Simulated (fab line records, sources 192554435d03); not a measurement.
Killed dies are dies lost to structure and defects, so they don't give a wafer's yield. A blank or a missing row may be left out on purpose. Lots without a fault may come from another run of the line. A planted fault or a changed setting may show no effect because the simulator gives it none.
Chamber matching | flow n5_finfet | N5_BEOL_M0_CUTY_DESCUM_61 on rie_diel-06: 4 sister chambers
The step chemistry O2, time 7.9 s. 8 wafers are shown with their chamber, then 10 later ones without.

WAFERS WITH THEIR CHAMBER
wafer  | chamber | drypump_motor_current_A (A) | oes_product_au (a.u.)
L080.4 | 2       | 4.9                         | 0.92
L080.5 | 0       | 5.8                         | 0.80
L082.1 | 1       | 5.7                         | 0.71
L082.4 | 0       | 5.7                         | 0.80
L081.3 | 1       | 5.8                         | 0.68
L081.6 | 3       | 6.0                         | 0.67
L087.3 | 2       | 4.9                         | 0.90
L087.4 | 3       | 6.0                         | 0.66

WAFERS WITHOUT THEIR CHAMBER
wafer  | drypump_motor_current_A (A) | oes_product_au (a.u.)
L087.5 | 4.9                         | 0.90
L089.1 | 6.0                         | 0.66
L089.3 | 5.7                         | 0.68
L089.5 | 4.9                         | 0.91
L094.1 | 4.9                         | 0.88
L094.2 | 5.8                         | 0.77
L094.4 | 6.0                         | 0.66
L095.4 | 4.9                         | 0.89
L095.5 | 5.7                         | 0.68
L095.6 | 5.7                         | 0.77

WHICH CHAMBER EACH WENT THROUGH
wafer  | from the rows above | in truth
L087.5 | 2                   | 2
L089.1 | 3                   | 3
L089.3 | 1                   | 1
L089.5 | 2                   | 2
L094.1 | 2                   | 2
L094.2 | 0                   | 0
L094.4 | 3                   | 3
L095.4 | 2                   | 2
L095.5 | 1                   | 1
L095.6 | 0                   | 0
Placed correctly: 10 of 10. Can't be placed from these rows: 0. Placed wrongly: 0.
How it was worked out, from the rows above alone: a wafer's distance from a chamber is the root of the sum, over the readings, of the square of ((its reading less the chamber's mean) divided by the reading's scatter). The wafer belongs to the nearest chamber; if the next one is less than 2 further off, it can't be placed. A chamber's mean is the mean of its shown wafers. The scatter: the root of (the sum of the squares of (reading less its chamber's mean) over the shown wafers, divided by (wafers less chambers)).
